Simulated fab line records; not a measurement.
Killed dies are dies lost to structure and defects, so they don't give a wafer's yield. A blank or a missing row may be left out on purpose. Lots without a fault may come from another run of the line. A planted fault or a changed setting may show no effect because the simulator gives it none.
8D (eight disciplines) problem report, filled in by code + flow nand-harc + the parts of the form that need people (team, actions taken, sign-off) are left out

1. PROBLEM STATEMENT
At NHARC_P_GATE_INSPECT_68, raw-defect-count averages 691 over 6 wafers from 2 lots, while fault-free wafers read 186, standard deviation 78. Relative to the usual mean, that is a shift of +6.5 standard deviations.
Earliest sighting: wafer L817.1 on defect-inspect-02 at day 12 01:31. Wafers with a number at this step in the record: 36, from 12 lots. Rule for "out" (also "out of limits"): further than 4 standard deviations from the usual mean. Any other wafer with a number is counted as sound.

2. WHAT IT IS AND WHAT IT IS NOT
| question                    | is                     | is not                                                              |
|-----------------------------|------------------------|---------------------------------------------------------------------|
| which readings at this step | raw-defect-count       | -                                                                   |
| which lots                  | L817, L819             | L802, L803, L804, L805, L809, L810, L811, L814, L815, L823          |
| which wafers of those lots  | all that have a number | -                                                                   |
| read on which gauges        | defect-inspect-02      | defect-inspect-01                                                   |
| when                        | from day 12 01:31      | up to then (27 sound wafers); but 3 sound wafers of L823 came after |

3. WHAT RULES OUT EACH SUSPECT
Counting: a tool at a process step up to the reading stays a suspect if it ran every lot that is out and no sound lot after the first of them.
- ruled out: the gauge at NHARC_P_GATE_INSPECT_68. All the wafers that are out were read on defect-inspect-02, but those of them that NHARC_END_SORT_01 has rows for are out there too, on other tools.
- rie-diel-01 at NHARC_P_GATE_ETCH_114 (etches the open film in CF4/O2, target depth 30 nm, overetch 3 nm, time 16.5 s): kept. It processed each lot that is out, first L817 at day 11 07:00, and no sound lot thereafter; up to then, the last sound lot it processed was L815 at day 10 06:00.
- plasma-asher-01 at NHARC_P_GATE_STRIP_111 (strips in N2/H2, time 250 s): ruled out as a lasting fault. Sound lots L823 ran on it after its first lot that is out, L817 (day 11 19:31).
- plasma-asher-01 at NHARC_P_GATE_STRIP_95 (strips in O2): kept. It processed each lot that is out, first L817 at day 11 23:42, and no sound lot thereafter; up to then, the last sound lot it processed was L815 at day 10 22:42.
The count leaves plasma-asher-01 at NHARC_P_GATE_STRIP_95 and rie-diel-01 at NHARC_P_GATE_ETCH_114.

4. THE CAUSE (what the simulator had put in)
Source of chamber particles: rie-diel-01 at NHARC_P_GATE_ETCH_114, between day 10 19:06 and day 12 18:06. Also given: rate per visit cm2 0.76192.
Counting leaves 2 suspects; this tool is one of them.

5. THE EFFECT CHAIN, in route order
Each row: a reading where the mean over the struck wafers with a number is more than 3 standard deviations away from the usual. Only readings for which the record gives a usual standard deviation are gone through. hours: the time from each lot's start at the first step in this table that gives one to its start at this step, as a median over the lots. sigmas: the change in usual standard deviations.
| hours | step                    | reading             | usual | on struck wafers | change | sigmas |
|-------|-------------------------|---------------------|-------|------------------|--------|--------|
| 0     | NHARC_P_GATE_INSPECT_68 | raw-defect-count    | 186   | 691              | +505   | +6.5   |
| 428   | NHARC_END_SORT_01       | killed-at-periphery | 4.1   | 67.0             | +62.9  | +22    |
Later measuring or inspecting steps at which every struck wafer that the step has a row for has a number for every such reading, and none has moved that far: NHARC_P_CONTACT_CD_MEAS_12.

6. WHAT WOULD HAVE CAUGHT IT SOONER
Counted from the fault's start at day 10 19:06, it took 30 hours until the first out-of-limits reading at a measuring or inspecting step in this record, taken at day 12 01:31.
No tool reading at NHARC_P_GATE_ETCH_114 that has a usual standard deviation in the record was out on any struck wafer, so an alarm limit of 4 standard deviations on those readings would not have fired.
L819, from the lots that are out (2), started NHARC_P_GATE_ETCH_114 on rie-diel-01 later than day 12 01:31. It would have been spared by a hold on the tool at that moment.
